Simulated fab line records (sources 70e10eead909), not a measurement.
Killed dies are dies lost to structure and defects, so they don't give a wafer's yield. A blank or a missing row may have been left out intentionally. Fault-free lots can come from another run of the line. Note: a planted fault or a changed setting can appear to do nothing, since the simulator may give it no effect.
A struck lot beside a sound one :: flow nand harc :: 13 steps out of a route of 1302
Sound: wafers L648.2, L648.3, L648.4. Struck: wafers L655.2, L655.5, L655.6. Last of all comes the cause.
At each step with rows: each side's tool, then ch and its chambers, then its first start. Under that, the readings that differ: sound wafers :: struck wafers :: difference of the means :: sigmas: that difference in standard deviations of wafers without a fault.
alike: a reading whose means differ by less than 2 such deviations, as well as words and numbers matching on both sides. not compared: withheld readings; readings where some wafer has no value; bounds like >300 that might hide an equal value; numbers whose values overlap and for which the record gives no deviation.
Wherever a step has rows on one side only, a row that says differs or no value, or a row with sigmas, the two part there. Numbers that don't overlap but have no deviation are shown without sigmas and don't part them. A reading missing from all wafers of one side parts the sides only when that side holds two or more wafers.

first, 1 step without rows for these wafers: NHARC_A_SLIT_SRD_20.
NHARC_A_SLIT_CD_MEAS_21:
  sound: cd sem-02 at day 23 22:07; struck: cd sem-02 at day 27 04:34
  alike: cd nm
then, 3 steps without rows for these wafers: NHARC_A_SIN_REMOVE_WET_00 (chemistry H3PO4, time 15300 s); NHARC_A_SIN_REMOVE_PRECLEAN_01 (cleans in SC1); NHARC_A_SIN_REMOVE_SRD_02.
NHARC_A_SIN_REMOVE_INSPECT_04:
  sound: defect inspect-01 at day 24 04:47; struck: defect inspect-01 at day 27 11:11
  alike: raw defect count
NHARC_A_WL_FILL_ALD_00: deposits Al2O3, target thk 3 nm, pulse time 3 s, ald cycles 30.
  sound on ald hk-04 ch 1,2,3, day 24 04:51; struck on ald hk-03 ch 0,1,2, day 27 11:19
  alike: heater power w, precursor pulse height rel
NHARC_A_WL_FILL_RTA_01: time 5 s.
  sound on rtp anneal-01 ch 0, day 24 05:08; struck on rtp anneal-02 ch 0, day 27 11:32
reading: lamp power pct (%)
sound: 29.2 29.3 29.2
struck: 26.8 26.8 26.8
difference: -2.4
sigmas: -2

reading: lamp_zone_1_pct (%)
sound: 29.2 29.3 29.2
struck: 26.8 26.8 26.8
difference: -2.4
sigmas: -2

reading: lamp_zone_2_pct (%)
sound: 29.2 29.2 29.3
struck: 26.8 26.8 26.8
difference: -2.4
sigmas: -2
  alike: wafer_temp_C_max
NHARC_A_WL_FILL_ALD_02: deposits TiN, target thk 2 nm, pulse time 3 s, ald cycles 100.
  sound on ald metal-01 ch 0,1,2, day 24 05:22; struck on ald metal-04 ch 1,2,3, day 27 11:47
  alike: heater power w, precursor pulse height rel
NHARC_A_WL_FILL_CVD_03: deposits W, target thk 40 nm, time 279 s.
  sound on cvd w-02 ch 0,1, day 24 05:46; struck on cvd w-01 ch 0,1, day 27 12:09
  alike: heater power w, mfc ar sccm, throttle valve pct
NHARC_A_WL_FILL_ETCHBACK_04: etches the open film in NF3, target depth 60 nm, time 120 s.
  sound on rie metal-02 ch 0,1, day 24 06:08; struck on rie metal-03 ch 0,1, day 27 12:34
reading: oes product au (a.u.)
sound: 0.997 1.016 1.000
struck: 0.710 0.695 0.708
difference: -0.300
sigmas: -25
  alike: drypump motor current A
  not compared: rf hours counter h
NHARC_A_WL_FILL_ETCHBACK_05: etches the open film in Cl2/BCl3, target depth 22 nm, time 60 s.
  sound on rie metal-02 ch 0,1, day 24 06:24; struck on rie metal-03 ch 0,1, day 27 12:47
  alike: drypump motor current A, oes product au
  not compared: rf hours counter h
NHARC_END_SORT_01:
  the record has rows for the sound wafers here (prober-01 ch 0, day 28 10:11) and none for the struck ones

WHERE THEY PART
Last at NHARC_END_SORT_01 as far as this record goes, first at NHARC_A_WL_FILL_RTA_01.

WHY: the cause the simulator had injected
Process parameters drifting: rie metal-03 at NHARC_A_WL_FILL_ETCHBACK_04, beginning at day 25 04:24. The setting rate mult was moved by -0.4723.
